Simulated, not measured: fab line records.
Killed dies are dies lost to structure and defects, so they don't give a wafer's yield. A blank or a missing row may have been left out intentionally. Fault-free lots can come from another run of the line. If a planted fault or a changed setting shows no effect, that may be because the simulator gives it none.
Which tool was responsible? | flow nand_harc | 13 lots with 39 wafers sampled at 5 steps, on a route of 1302 steps

WHAT THE GAUGES SHOWED, per wafer
NHARC_A_DECK1_JOINT_THK_MEAS_14: measures by ellipsometry. Usual: thk_nm reads 50.9 nm (standard deviation 1.5).
lot  | measured     | on            | thk_nm (nm)    | flag
L636 | day 11 11:52 | film_metro-01 | 50.7 49.9 51.5 |
L637 | day 12 01:34 | film_metro-02 | 50.1 48.3 52.6 |
L638 | day 12 01:34 | film_metro-01 | 47.3 50.5 50.7 |
L640 | day 12 20:10 | film_metro-02 | 53.4 53.8 50.2 |
L641 | day 13 17:14 | film_metro-01 | 48.8 48.2 50.1 |
L643 | day 14 12:04 | film_metro-02 | 49.5 52.1 48.8 |
L644 | day 15 07:51 | film_metro-01 | 51.5 50.9 52.7 |
L645 | day 15 07:51 | film_metro-02 | 50.8 51.3 47.2 |
L646 | day 15 23:12 | film_metro-02 | 50.4 50.7 52.3 |
L647 | day 16 04:20 | film_metro-02 | 51.3 52.4 51.1 |
L649 | day 16 16:21 | film_metro-01 | 48.7 47.0 49.4 |
L650 | day 17 11:28 | film_metro-02 | 50.3 52.1 51.5 |
L652 | day 18 03:41 | film_metro-02 | 52.6 50.2 50.6 |

NHARC_A_ONON_D2_THK_MEAS_30: measures by ellipsometry. Usual: thk_nm reads 1004 nm (standard deviation 9.2).
lot  | measured     | on            | thk_nm (nm)    | flag
L636 | day 12 22:43 | film_metro-01 | 1012 1013 1011 |
L637 | day 13 08:35 | film_metro-02 | 1007 1006 1006 |
L638 | day 13 08:35 | film_metro-01 | 1002 1005 1001 |
L640 | day 14 13:32 | film_metro-01 | 998 998 999    |
L641 | day 15 07:54 | film_metro-02 | 1015 1016 1015 |
L643 | day 16 03:32 | film_metro-01 | 993 990 989    |
L644 | day 16 16:54 | film_metro-01 | 1000 998 1001  |
L645 | day 16 16:52 | film_metro-01 | 1004 1004 1002 |
L646 | day 17 10:49 | film_metro-01 | 993 992 994    |
L647 | day 17 20:51 | film_metro-02 | 996 994 994    |
L649 | day 18 04:22 | film_metro-01 | 1007 1009 1008 |
L650 | day 19 04:17 | film_metro-02 | 1009 1005 1006 |
L652 | day 19 14:25 | film_metro-01 | 990 992 991    |

NHARC_END_SORT_01. Usual: killed_at_array 55, standard deviation 19; killed_at_other 0.8, standard deviation 1.1; killed_at_periphery 4.0, standard deviation 2.6; killed_dies 60, standard deviation 20; killed_open 3.4, standard deviation 1.7; killed_short 2.6, standard deviation 1.5.
lot  | measured     | on        | killed_at_array | killed_at_other | killed_at_periphery | killed_dies | killed_open | killed_short | flag
L649 | day 29 12:03 | prober-01 | 673 676 673     | 0 1 0           | 4 0 4               | 677 677 677 | 5 3 2       | 3 2 2        | OFF
L652 | day 30 19:56 | prober-02 | 667 662 668     | 5 3 2           | 5 12 7              | 677 677 677 | 4 4 5       | 1 1 1        | OFF

TOOL THAT RAN EACH LOT (tool first, then ch and the chambers of the sampled wafers, then the start)
lot  | NHARC_A_CHANNEL_HOLE_D2_DEP_00 | NHARC_A_CHANNEL_HOLE_D2_ETCH_34
L636 | acl_dep-03 ch 0, day 12 23:20  | rie_diel-02 ch 0,1,2, no start
L637 | acl_dep-03 ch 0, day 13 09:31  | rie_diel-02 ch 1,3, no start
L638 | acl_dep-01 ch 0, day 13 11:37  | rie_diel-05 ch 0,1,3, no start
L640 | acl_dep-01 ch 0, day 14 14:16  | rie_diel-12 ch 0,1,2, no start
L641 | acl_dep-02 ch 0, day 15 08:57  | rie_diel-05 ch 0,1,2, no start
L643 | acl_dep-02 ch 0, day 16 04:46  | rie_diel-12 ch 1,2, no start
L644 | acl_dep-02 ch 0, day 16 23:47  | rie_diel-12 ch 0,1,2, no start
L645 | acl_dep-02 ch 0, day 16 21:55  | rie_diel-02 ch 0,2, no start
L646 | acl_dep-01 ch 0, day 17 12:45  | rie_diel-12 ch 0,2,3, no start
L647 | acl_dep-02 ch 0, day 17 22:05  | rie_diel-02 ch 0,1,2, no start
L649 | acl_dep-01 ch 0, day 18 05:37  | rie_diel-05 ch 0,3, day 29 12:03 or earlier
L650 | acl_dep-02 ch 0, day 19 06:32  | rie_diel-12 ch 0,1, no start
L652 | acl_dep-02 ch 0, day 19 15:21  | rie_diel-02 ch 0,1,2, day 30 19:56 or earlier
- NHARC_A_CHANNEL_HOLE_D2_DEP_00: deposits aC, target thk 3100 nm.
- NHARC_A_CHANNEL_HOLE_D2_ETCH_34: etches the open film in CF4/CHF3, target depth 154 nm, time 77 s.

AS READ BY THE TOOLS THEMSELVES (means over the sampled wafers that have a number; for cases with no such wafer, the mark the record gives instead)
NHARC_A_CHANNEL_HOLE_D2_DEP_00. Usual: susceptor_temp_C 400.03 C, standard deviation 0.21; throttle_valve_pct 35.000 %, standard deviation 0.0085.
lot  | tool       | susceptor_temp_C (C) | throttle_valve_pct (%) | flag
L636 | acl_dep-03 | 400.01               | 35.003                 |
L637 | acl_dep-03 | 400.05               | 35.005                 |
L638 | acl_dep-01 | 400.03               | 34.995                 |
L640 | acl_dep-01 | 400.28               | 35.004                 |
L641 | acl_dep-02 | 399.78               | 34.994                 |
L643 | acl_dep-02 | 399.80               | 35.004                 |
L644 | acl_dep-02 | -                    | 34.998                 | OFF
L645 | acl_dep-02 | -                    | 34.995                 | OFF
L646 | acl_dep-01 | -                    | 34.994                 | OFF
L647 | acl_dep-02 | 400.07               | 35.003                 |
L649 | acl_dep-01 | -                    | 34.998                 | OFF
L650 | acl_dep-02 | 400.20               | 34.998                 |
L652 | acl_dep-02 | 399.97               | 35.003                 |

NHARC_A_CHANNEL_HOLE_D2_ETCH_34. Usual: cf4_flow_sccm 100.0 sccm, standard deviation 0.32; drypump_motor_current_A 5.4 A, standard deviation 0.38; oes_product_au 0.959 a.u., standard deviation 0.017; rf_vpp_V 370.6 V, standard deviation 2.5; showerhead_plenum_p_Torr 1.58 Torr, standard deviation 0.07; throttle_valve_pct 16.803 %, standard deviation 0.0083.
lot  | tool        | cf4_flow_sccm (sccm) | drypump_motor_current_A (A) | oes_product_au (a.u.) | rf_vpp_V (V) | showerhead_plenum_p_Torr (Torr) | throttle_valve_pct (%) | flag
L636 | rie_diel-02 | 99.8                 | 5.5                         | 0.962                 | 369.0        | 1.53                            | 16.799                 |
L637 | rie_diel-02 | 99.9                 | 5.5                         | 0.926                 | 370.5        | 1.58                            | 16.799                 |
L638 | rie_diel-05 | 99.9                 | 5.6                         | 0.970                 | 369.8        | 1.56                            | 16.798                 |
L640 | rie_diel-12 | 99.9                 | 5.4                         | 0.957                 | 373.8        | 1.66                            | 16.800                 |
L641 | rie_diel-05 | 99.8                 | 5.4                         | 0.968                 | 370.4        | 1.56                            | 16.802                 |
L643 | rie_diel-12 | 99.8                 | 5.7                         | 0.963                 | 372.7        | 1.66                            | 16.808                 |
L644 | rie_diel-12 | 99.7                 | 5.5                         | 0.951                 | 373.1        | 1.66                            | 16.809                 |
L645 | rie_diel-02 | 100.0                | 5.4                         | 0.922                 | 367.0        | 1.48                            | 16.811                 |
L646 | rie_diel-12 | 100.2                | 5.1                         | 0.954                 | 372.0        | 1.62                            | 16.813                 |
L647 | rie_diel-02 | 100.0                | 5.5                         | 0.953                 | 368.6        | 1.52                            | 16.793                 |
L649 | rie_diel-05 | 100.1                | 5.5                         | 0.955                 | 371.0        | 1.59                            | 16.798                 |
L650 | rie_diel-12 | 100.2                | 5.2                         | 0.936                 | 373.5        | 1.66                            | 16.803                 |
L652 | rie_diel-02 | 99.9                 | 5.5                         | 0.959                 | 368.6        | 1.52                            | 16.808                 |

THE ANSWER, worked out from the rows above alone
Rule: a lot is off if the mean of its wafers that have a number lies more than 3 standard deviations from the usual mean. A lot without any number at a reading at which 4 lots or more have one is off too. All remaining lots with rows at the step are treated as sound. The gauges are gone through in route order, then the tools' own readings, and for those a lot's mean is taken as printed above. The first step at which some lot is off is used, and at that step the reading that is off furthest; a lot without a number counts as furthest.
Off: L649, L652 (NHARC_END_SORT_01, killed_at_array). Neither off nor sound, because the step has no rows for them: L636, L637, L638, L640, L641, L643, L644, L645, L646, L647, L650.
If a tool, at a process step before that reading, ran all the lots that are off and no sound lot after the first of them, it fits. The gauges at NHARC_END_SORT_01 are tried like those tools. Because NHARC_A_CHANNEL_HOLE_D2_ETCH_34 lacks a start for some lots, the hours and order of its lots are taken from NHARC_END_SORT_01. None of those tried fits.

WHAT THE SIMULATOR HAD PUT IN
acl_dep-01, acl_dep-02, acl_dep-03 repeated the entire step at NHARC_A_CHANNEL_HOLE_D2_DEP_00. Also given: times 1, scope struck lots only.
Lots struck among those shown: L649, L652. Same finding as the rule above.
